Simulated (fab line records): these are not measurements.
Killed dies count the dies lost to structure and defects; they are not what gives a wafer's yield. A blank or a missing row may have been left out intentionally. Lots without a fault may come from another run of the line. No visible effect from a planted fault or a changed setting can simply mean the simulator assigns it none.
fab line records	flow n5-finfet
[record] lots = 6	wafers = 16	last-day = 16
route steps=1938 shown FIN_SAQP@113
lots with no fault: from the same line, run without faults
start-h: the number of hours between the record's first day and the start of the first shown wafer of the lot	wait-h: hours from the lot's prior step to this one	" as in the row above	L1.1+2: several wafers, shown together as one row	- either no value or no given start	* or withheld: withheld	< > ~ a bound
route shown NAME@n: names a module that has steps shown in the file, with the first one's number in the route	usual: mean/standard deviation of fault-free wafers	same: alike in all rows	chamber/n: place in a boat	sites: the reading at each site	_std_site: how widely they spread, as a standard deviation	_edge_site: inner sites' mean taken away from outer sites' mean	radius-mm: for every site, how far away it sits from the centre of the wafer	mask NAME#n: copy n	behind: the most recent tool/chamber to have shaped the wafer	hold: why the lot went on hold/how many hours it stayed there/how the hold came to an end	device: whichever transistor did not switch (one of n, p or np)	end of line: tests run on the same wafers once the route is complete	a step given without rows: its recipe and nothing more	killed: not the wafer's yield, but the dies lost to structure and defects at the first sort	map: a wafer's dies, x killed, . not, _ none there
set.NAME: setting as actually run; set.NAME@STEP: the setting as run at that earlier step	model.NAME: the simulator's own value behind a step, which no gauge read
lots at some steps of the route; a table a step, a row a wafer
services: when a tool's chamber went out of use (start-h, in hours from the record's first day, below 0 if earlier), for how many hours, and the reason
[[steps]]
[step N5_FIN_SAQP_INSPECT_18]
[recipe] mode = adi	inspect-instrument = brightfield
[usual] raw-defect-count = 434/120
lot.wafer	tool	chamber	start-h	wait-h	raw-defect-count
L371.1	defect-inspect-02	-	39.87	0.0	244
L371.5	"	-	"	"	325
L371.6	"	-	"	"	316
L373.2	defect-inspect-01	-	52.26	0.0	585
L373.3	"	-	"	"	703
L373.5	"	-	"	"	576
L377.2	defect-inspect-02	-	76.47	0.0	368
L377.4	"	-	"	"	356
L377.5	"	-	"	"	403
L379.1	defect-inspect-02	-	90.78	0.0	301
L379.2	"	-	"	"	428
L379.3	"	-	"	"	450
L383.5	defect-inspect-01	-	111.85	0.0	521
L383.6	"	-	"	"	427
L384.4	defect-inspect-02	-	117.59	0.0	561
L384.6	"	-	"	"	356
[step N5_FIN_SAQP_DESCUM_21]
[recipe] chemistry = O2	time-s = 7.9	source-power-w = 50	bias-power-w = 20	pressure-mtorr = 20	rf-frequency-hz = 2.712e+07	temp-c = 40	resist = CAR-ArF	o2-flow-sccm = 225
[usual] drypump-motor-current-A = 5.7/0.4	o2-flow-sccm = 224.9/0.65	oes-product-au = 0.75/0.081	rf-fwd-power-W = 49.41/0.22	rf-vpp-V = 243.1/1.6	showerhead-plenum-p-Torr = 2.08/0.096	throttle-valve-pct = 20.36/0.15
lot.wafer	tool	chamber	start-h	wait-h	drypump-motor-current-A	o2-flow-sccm	oes-product-au	rf-fwd-power-W	rf-hours-counter-h	rf-vpp-V	showerhead-plenum-p-Torr	throttle-valve-pct
L371.1	rie-diel-05	0	39.90	0.0	5.1	223.5	0.73	49.12	218	243.1	2.16	20.23
L371.5	"	3	"	"	5.5	224.3	0.70	49.46	-	242.3	2.03	20.62
L371.6	"	2	"	"	5.5	224.8	0.79	49.35	-	240.2	1.92	20.18
L373.2	rie-diel-02	3	52.64	0.4	6.6	225.9	0.71	48.94	163	244.4	2.09	20.19
L373.3	"	1	"	"	5.9	225.3	0.70	49.67	224	244.9	2.19	20.68
L373.5	"	1	"	"	5.9	225.4	0.69	49.67	-	244.4	2.19	20.68
L377.2	rie-diel-04	0	76.81	0.3	5.6	224.6	0.97	49.23	6	244.7	2.24	20.40
L377.4	"	1	"	"	5.5	226.1	0.70	49.71	191	242.6	2.18	20.27
L377.5	"	0	"	"	5.6	223.9	0.98	49.63	-	244.7	2.24	20.39
L379.1	rie-diel-05	2	90.95	0.2	5.5	226.2	0.78	49.09	139	240.2	1.91	20.20
L379.2	"	0	"	"	5.1	225.0	0.72	49.18	234	243.7	2.15	20.26
L379.3	"	3	"	"	5.5	224.6	0.69	49.85	248	243.0	2.02	20.65
L383.5	rie-diel-04	0	111.90	0.0	5.6	224.7	0.93	49.29	-	244.6	2.24	20.42
L383.6	"	2	"	"	5.3	225.6	0.69	49.23	-	244.4	2.05	20.50
L384.4	rie-diel-04	0	117.63	0.0	5.6	224.7	0.93	49.42	23	246.1	2.24	20.42
L384.6	"	3	"	"	6.0	224.5	0.65	49.24	-	242.6	2.05	20.16
[step N5_FIN_SAQP_ETCH_51]
[recipe] chemistry = CF4	target = SiARC	target-depth-a = 455	mask-material = CAR-ArF	time-s = 75.8	ion-energy-ev = 80	pressure-mtorr = 40	source-w = 545	bias-w = 36	Ar_flow_sccm = 100	cf4-flow-sccm = 100	ends = cleared
[usual] drypump-motor-current-A = 5.7/0.4	etch-rf-on-time-s = 77.1/2.8	oes-product-au = 0.63/0.066	rf-fwd-power-W = 539.7/1.8	rf-vpp-V = 184.0/1.4	showerhead-plenum-p-Torr = 2.14/0.09	throttle-valve-pct = 15.61/0.21
lot.wafer	tool	chamber	start-h	wait-h	drypump-motor-current-A	etch-rf-on-time-s	oes-product-au	rf-fwd-power-W	rf-hours-counter-h	rf-vpp-V	showerhead-plenum-p-Torr	throttle-valve-pct
L371.1	rie-diel-05	0	39.94	0.0	5.1	74.7	0.61	537.6	218	184.8	2.21	15.57
L371.5	"	3	"	"	5.6	72.5	0.62	541.7	-	182.8	2.13	16.13
L371.6	"	2	"	"	5.4	80.0	0.65	541.8	-	181.5	1.98	15.42
L373.2	rie-diel-02	3	52.67	0.0	6.6	82.1	0.60	539.2	163	185.1	2.13	15.29
L373.3	"	1	"	"	5.9	81.0	0.57	539.7	224	183.5	2.19	15.54
L373.5	"	1	"	"	5.9	80.4	0.58	541.0	-	184.8	2.19	15.54
L377.2	rie-diel-04	0	76.84	0.0	5.6	76.3	0.81	538.6	6	186.5	2.29	15.52
L377.4	"	1	"	"	5.4	75.9	0.61	540.0	191	183.5	2.21	15.41
L377.5	"	0	"	"	5.6	75.8	0.82	538.1	-	186.1	2.29	15.53
L379.1	rie-diel-05	2	90.98	0.0	5.5	80.8	0.63	538.8	139	180.9	1.97	15.46
L379.2	"	0	"	"	5.1	74.4	0.61	537.2	234	186.0	2.21	15.60
L379.3	"	3	"	"	5.5	74.4	0.59	540.8	248	183.8	2.12	16.17
L383.5	rie-diel-04	0	111.94	0.0	5.6	76.0	0.77	538.5	-	185.4	2.29	15.57
L383.6	"	2	"	"	5.3	77.3	0.60	542.9	-	181.5	2.12	15.84
L384.4	rie-diel-04	0	117.66	0.0	5.6	74.7	0.78	538.6	23	186.0	2.28	15.55
L384.6	"	3	"	"	6.0	80.2	0.55	536.9	-	185.4	2.12	15.61
[step N5_FIN_SAQP_ETCH_52]
[recipe] chemistry = N2/H2	target = SOC	target-depth-a = 1000	overetch-a = 200	mask-material = SiARC	temp-c = 40	time-s = 150	ion-energy-ev = 200	pressure-mtorr = 30	source-w = 840	bias-w = 150	n2-flow-sccm = 200	h2-flow-sccm = 200	ends = end-point
[step N5_FIN_SAQP_STRIP_53]
[recipe] chemistry = N2/H2	temp-c = 40	n2-flow-sccm = 200	h2-flow-sccm = 200	rf-frequency-hz = 6e+07
[step N5_FIN_SAQP_HM_OPEN_73]
[recipe] chemistry = CHF3/O2	target = SiO2	stop-on = a-Si	target-depth-a = 120	over-etch-frac = 1.8	mask-material = SOC	time-s = 16.8	pressure-mtorr = 30	source-w = 650	bias-w = 170	Ar_flow_sccm = 200	CHF3_flow_sccm = 50	O2_flow_sccm = 5	ion-energy-ev = 200	ends = end-point
[step N5_FIN_SAQP_STRIP_74]
[recipe] chemistry = CHF3/O2	resist = SiARC	rf-frequency-hz = 6e+07
[step N5_FIN_SAQP_MANDREL_ETCH_22]
[recipe] target-depth-a = 600	chemistry = HBr/Cl2	target = a-Si	stop-on = SiNx	bt-time-s = 10	over-etch-frac = 0.5	time-s = 30	pressure-mtorr = 10	icp-w = 800	bias-w = 75	HBr_flow_sccm = 150	Cl2_flow_sccm = 80	ends = end-point
[step N5_FIN_SAQP_STRIP_55]
[recipe] chemistry = N2/H2	power-w = 500	temp-c = 40	pressure-mtorr = 50	rf-frequency-hz = 6e+07	overash-fraction = 0.3	bias-power-w = 28	h2-frac = 0.5	n2-flow-sccm = 300	h2-flow-sccm = 300
[usual] drypump-motor-current-A = 5.7/0.42	oes-product-au = 0.74/0.083	power-w = 499.9/1.4	rf-vpp-V = 121.9/1.5	showerhead-plenum-p-Torr = 3.38/0.12	throttle-valve-pct = 19.0/0.4
lot.wafer	tool	chamber	start-h	wait-h	drypump-motor-current-A	oes-product-au	power-w	rf-hours-counter-h	rf-vpp-V	showerhead-plenum-p-Torr	throttle-valve-pct
L371.1	rie-diel-04	1	40.41	0.2	5.4	0.72	501.5	177	123.8	3.49	18.7
L371.5	"	3	"	"	6.1	0.69	495.5	-	121.7	3.30	18.7
L371.6	"	1	"	"	5.5	0.72	501.3	-	120.9	3.49	18.7
L373.2	rie-diel-02	3	53.02	0.1	6.6	0.71	500.2	163	122.8	3.36	19.3
L373.3	"	0	"	"	6.2	0.72	496.2	166	119.6	3.23	18.6
L373.5	"	3	"	"	6.5	0.72	499.6	-	122.8	3.36	19.3
L377.2	rie-diel-04	2	77.19	0.1	5.3	0.71	500.0	196	122.6	3.36	19.7
L377.4	"	1	"	"	5.5	0.72	500.2	191	123.8	3.48	18.7
L377.5	"	1	"	"	5.5	0.72	499.8	-	126.6	3.48	18.7
L379.1	rie-diel-02	3	91.40	0.1	6.6	0.71	500.8	176	121.5	3.35	19.3
L379.2	"	2	"	"	5.6	0.72	501.4	204	120.2	3.35	19.2
L379.3	"	0	"	"	6.1	0.71	500.6	178	119.9	3.22	18.7
L383.5	rie-diel-05	2	112.28	0.0	5.5	0.77	498.4	-	120.6	3.09	18.6
L383.6	"	1	"	"	6.2	0.79	502.1	-	124.4	3.49	18.8
L384.4	rie-diel-05	1	118.05	0.1	6.1	0.78	498.0	-	122.3	3.49	18.8
L384.6	"	2	"	"	5.5	0.77	500.1	-	118.6	3.09	18.6
[step N5_FIN_SAQP_STRIP_23]
[recipe] chemistry = SPM	time-s = 750	temp-c = 130	h2so4-h2o2-vol-ratio = 4
[step N5_FIN_SAQP_SRD_66]
[recipe] dry = ipa-marangoni	time-s = 30	temp-c = 23	rinse-liquid = diw
[step N5_FIN_SAQP_RECESS_75]
[recipe] chemistry = HF/NH3	target = SiO2	target-depth-a = 144	afs-cycles = 3	temp-c = 30	sublimation-temp-c = 180	sublimation-time-s = 60
[usual] drypump-motor-current-A = 5.83/0.14
lot.wafer	tool	chamber	start-h	wait-h	drypump-motor-current-A
L371.1	vapor-etch-01	1	40.74	0.0	6.08
L371.5	"	1	"	"	6.08
L371.6	"	1	"	"	6.07
L373.2	vapor-etch-02	1	53.34	0.0	5.69
L373.3	"	1	"	"	5.69
L373.5	"	1	"	"	5.68
L377.2	vapor-etch-02	1	77.51	0.0	5.71
L377.4	"	0	"	"	5.83
L377.5	"	0	"	"	5.81
L379.1	vapor-etch-02	1	94.14	2.4	5.72
L379.2	"	0	"	"	5.83
L379.3	"	1	"	"	5.72
L383.5	vapor-etch-02	1	112.82	0.3	5.70
L383.6	"	0	"	"	5.82
L384.4	vapor-etch-02	1	118.47	0.1	5.71
L384.6	"	1	"	"	5.68
[step N5_FIN_SAQP_SPACER1_ALD_24]
[recipe] material = SiO2	target-thk-a = 203	temp-c = 300	ald-precursor-family = BDEAS	ald-co-reactant = O2-plasma	pulse-time-s = 1	purge-time-s = 2	co-reactant-purge-time-s = 2	ald-cycles = 218	pressure-torr = 2
[usual] ald-cycles = 218/0	heater-power-w = 491/49	precursor-pulse-height-rel = 0.999/0.019
lot.wafer	tool	chamber	start-h	wait-h	ald-cycles	heater-power-w	precursor-pulse-height-rel	since-wet-clean-h	model.SiO2_of_FIN_SAQP_SPACER1_ALD_24.thk-nm
L371.1	ald-sin-01	0	41.48	0.6	218	570	0.948	322	20
L371.5	"	1	"	"	218	508	1.002	-	20.2
L371.6	"	2	"	"	218	536	1.000	-	20.4
L373.2	ald-sin-03	1	53.90	0.4	218	414	0.991	152	20.2
L373.3	"	3	"	"	218	533	0.969	152	20.4
L373.5	"	3	"	"	218	516	0.976	-	20.4
L377.2	ald-sin-01	2	78.04	0.4	218	535	1.046	359	20.4
L377.4	"	3	"	"	218	439	0.981	359	20.2
L377.5	"	2	"	"	218	551	1.019	-	20.2
L379.1	ald-sin-03	0	96.83	2.6	218	478	0.993	195	20.4
L379.2	"	3	"	"	218	525	0.994	195	20.2
L379.3	"	2	"	"	218	497	1.015	195	20.2
L383.5	ald-sin-03	2	113.31	0.4	218	503	0.980	-	20
L383.6	"	1	"	"	166	403	1.031	-	15.4
L384.4	ald-sin-03	0	118.74	0.1	166	499	1.009	217	15.6
L384.6	"	2	"	"	166	500	1.009	-	15.4
[step N5_FIN_SAQP_SPACER1_ETCHBACK_25]
[recipe] chemistry = CHF3/O2	mode = anisotropic-etchback	target = SiO2	target-depth-a = 244	time-s = 12.2	pressure-mtorr = 30	source-w = 650	bias-w = 170	Ar_flow_sccm = 200	CHF3_flow_sccm = 50	O2_flow_sccm = 5	ion-energy-ev = 200
[step N5_FIN_SAQP_MANDREL1_REMOVE_56]
[recipe] chemistry = HBr/Cl2/O2	bt-time-s = 10	target = a-Si	stop-on = SiNx	endpoint = OES-SiCl	over-etch-frac = 1	icp-w = 600	bias-w = 22	HBr_flow_sccm = 150	Cl2_flow_sccm = 80	O2_flow_sccm = 5	pressure-mtorr = 10
[usual] O2_flow_sccm = 4.998/0.014	drypump-motor-current-A = 5.6/0.55	oes-product-au = 1.002/0.022	rf-fwd-power-W = 597.2/1.9	throttle-valve-pct = 36.6/0.6
lot.wafer	tool	chamber	start-h	wait-h	O2_flow_sccm	drypump-motor-current-A	oes-product-au	rf-fwd-power-W	rf-hours-counter-h	throttle-valve-pct	model.FIN_SAQP.cd-nm
L371.1	rie-si-02	3	42.47	0.1	5.012	5.8	0.977	593.7	116	35.7	20.2
L371.5	"	1	"	"	4.997	4.9	1.032	597.5	-	35.8	20
L371.6	"	3	"	"	5.021	5.8	0.981	594.6	-	35.7	20.6
L373.2	rie-si-02	1	54.78	0.1	5.001	4.9	1.018	597.5	178	35.8	20
L373.3	"	3	"	"	4.956	5.8	0.986	598.0	116	35.7	20.2
L373.5	"	1	"	"	4.998	4.9	1.029	597.4	-	35.8	20.2
L377.2	rie-si-02	1	78.85	0.1	4.980	4.9	1.030	598.3	178	35.8	20.2
L377.4	"	3	"	"	4.993	5.9	0.981	595.8	117	35.7	20.2
L377.5	"	1	"	"	4.981	4.9	1.040	596.1	-	35.8	20.2
L379.1	rie-si-02	0	97.71	0.1	5.006	4.9	1.000	595.9	97	37.4	20.2
L379.2	"	3	"	"	5.007	5.8	0.979	598.3	117	35.7	20.2
L379.3	"	1	"	"	4.994	4.9	1.040	600.4	179	35.8	20
L383.5	rie-si-05	2	113.83	0.1	5.001	6.4	1.015	594.4	-	36.7	20
L383.6	"	1	"	"	4.985	5.7	1.001	597.8	-	36.6	15.2
L384.4	rie-si-02	2	119.54	0.1	4.979	6.4	1.002	597.1	117	36.7	15.4
L384.6	"	1	"	"	4.969	4.9	1.040	596.6	-	35.8	15.4
[step N5_FIN_SAQP_CD_MEAS_27]
[recipe] target-cd-nm = 20	landing-energy-ev = 1000	detector = se-inlens	polarity = line
[usual] cd-nm = 20.23/0.26
lot.wafer	tool	chamber	start-h	wait-h	cd-nm
L371.1	cd-sem-02	0	42.58	0.1	19.77
L371.5	"	0	"	"	20.29
L371.6	"	0	"	"	21.01
L373.2	cd-sem-01	0	54.89	0.1	19.95
L373.3	"	0	"	"	20.27
L373.5	"	0	"	"	20.62
L377.2	cd-sem-03	0	78.96	0.1	20.18
L377.4	"	0	"	"	20.35
L377.5	"	0	"	"	20.12
L379.1	cd-sem-03	0	97.82	0.1	20.09
L379.2	"	0	"	"	20.28
L379.3	"	0	"	"	20.19
L383.5	cd-sem-02	0	113.91	0.0	20.00
L383.6	"	0	"	"	15.09
L384.4	cd-sem-02	0	119.66	0.1	15.09
L384.6	"	0	"	"	15.35
[step N5_FIN_SAQP_ETCH_57]
[recipe] chemistry = CH3F/O2	target = SiNx	mask-material = SiO2	target-depth-a = 325	time-s = 46.4	pressure-mtorr = 30	source-w = 395	bias-w = 73	Ar_flow_sccm = 150	CH3F_flow_sccm = 30	O2_flow_sccm = 20	ion-energy-ev = 120	ends = cleared
[usual] CH3F_flow_sccm = 30.00/0.087	O2_flow_sccm = 20.01/0.062	drypump-motor-current-A = 5.7/0.39	etch-rf-on-time-s = 46.9/1.2	oes-product-au = 0.63/0.066	rf-fwd-power-W = 388.8/1.8	rf-vpp-V = 292/7.7	showerhead-plenum-p-Torr = 2.01/0.076	throttle-valve-pct = 16.30/0.16
lot.wafer	tool	chamber	start-h	wait-h	CH3F_flow_sccm	O2_flow_sccm	drypump-motor-current-A	etch-rf-on-time-s	oes-product-au	rf-fwd-power-W	rf-hours-counter-h	rf-vpp-V	showerhead-plenum-p-Torr	throttle-valve-pct
L371.1	rie-diel-02	2	42.63	0.1	29.95	20.01	5.6	45.2	0.63	389.4	188	283	1.98	16.43
L371.5	"	1	"	"	29.93	20.12	5.9	47.9	0.60	389.4	-	304	2.05	16.26
L371.6	"	2	"	"	29.86	20.03	5.6	46.1	0.62	389.5	-	282	1.98	16.44
L373.2	rie-diel-04	0	55.02	0.1	29.95	20.03	5.6	46.2	0.85	387.6	0	301	2.13	16.15
L373.3	"	2	"	"	29.99	19.93	5.3	47.3	0.61	387.6	190	289	1.99	16.53
L373.5	"	2	"	"	29.95	19.93	5.3	48.2	0.61	387.5	-	291	1.99	16.52
L377.2	rie-diel-02	1	79.09	0.1	30.22	20.00	5.9	47.2	0.59	391.7	233	305	2.04	16.32
L377.4	"	2	"	"	30.00	20.10	5.6	46.2	0.61	389.3	201	282	1.98	16.46
L377.5	"	2	"	"	29.89	20.02	5.6	45.5	0.62	389.0	-	283	1.98	16.46
L379.1	rie-diel-02	3	97.87	0.0	30.05	19.91	6.6	48.5	0.60	384.2	178	288	2.01	16.18
L379.2	"	2	"	"	30.00	20.04	5.6	44.5	0.61	389.0	207	282	1.97	16.46
L379.3	"	1	"	"	29.87	19.98	5.9	47.7	0.57	389.3	240	305	2.04	16.31
L383.5	rie-diel-04	3	113.99	0.1	30.06	20.01	6.0	49.8	0.55	390.2	-	302	1.97	16.28
L383.6	"	0	"	"	30.06	20.06	5.6	46.7	0.77	387.6	-	300	2.12	16.18
L384.4	rie-diel-02	0	119.70	0.0	30.07	19.95	6.2	48.0	0.60	391.3	188	283	1.92	16.24
L384.6	"	3	"	"	29.96	20.15	6.5	48.8	0.60	385.9	-	289	2.00	16.21
[[services]]
tool	chamber	start-h	hours	kind
rie-diel-04	0	21.89	-	clean
rie-diel-04	0	21.89	-	consumable-replace:focus-ring
rie-diel-04	0	21.89	-	consumable-replace:showerhead
rie-diel-04	0	21.89	32.3	scheduled-down
rie-diel-04	0	21.89	32.3	vent-cycle
rie-si-02	2	38.22	5.3	repair
rie-diel-05	-	46.75	2.8	pm
rie-diel-02	-	63.88	0.1	repair
rie-diel-04	1	84.16	5.7	repair
ald-sin-01	-	85.29	14.0	pm
ald-sin-01	0	85.29	14.0	vent-cycle
ald-sin-01	1	85.29	14.0	vent-cycle
ald-sin-01	2	85.29	14.0	vent-cycle
ald-sin-01	3	85.29	14.0	vent-cycle
rie-diel-05	3	98.30	-	clean
rie-diel-05	3	98.30	-	consumable-replace:focus-ring
rie-diel-05	3	98.30	19.9	scheduled-down
rie-diel-05	3	98.30	19.9	vent-cycle
ald-sin-01	0	99.29	-	clean
ald-sin-01	1	99.29	-	clean
rie-si-02	2	105.70	4.0	repair
rie-si-05	-	107.59	2.8	pm
rie-diel-04	3	117.89	-	clean
rie-diel-04	3	117.89	-	consumable-replace:focus-ring
[[key]]
[first-sign] step = N5_FIN_SAQP_SPACER1_ALD_24	reading = ald-cycles	direction = down	sigmas = 99+	usual = *	struck = *
[effect] step = N5_FIN_SAQP_CD_MEAS_27	reading = cd-nm	direction = down	sigmas = 19	usual = 20.23	struck = 15.18
[model-effect] step = N5_FIN_SAQP_SPACER1_ALD_24	value = SiO2_of_FIN_SAQP_SPACER1_ALD_24.thk-nm	without = 20.27	struck = 15.47
[model-effect] step = N5_FIN_SAQP_MANDREL1_REMOVE_56	value = FIN_SAQP.cd-nm	without = 20.13	struck = 15.33
met-at N5_FIN_SAQP_SPACER1_ALD_24
struck-wafers L383.6,L384.4,L384.6
sort-left-out L383.6,L384.4,L384.6
tester-left-out L383,L384
onset-between 96.83 113.31
[fault] kind = process-parameter-drift	tool = ald-sin-03	chamber = -	onset-h = 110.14	steps = N5_FIN_SAQP_SPACER1_ALD_24	channel = ald-cycles	offset = *	shape = step	end-h = 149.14	scope = struck-wafers-only	acts-in = *	stated = *
// tester-left-out: of these lots the tester's yield and bins aren't shown, on N5 and GAA mostly nor the transistor test; their killed dies are dies lost to structure and defects alone, not to doping, threshold or leakage, so they don't give the yield
// sort-left-out: the simulated sort isn't trusted on such a fault, so these wafers' sort isn't shown, and their yield isn't known
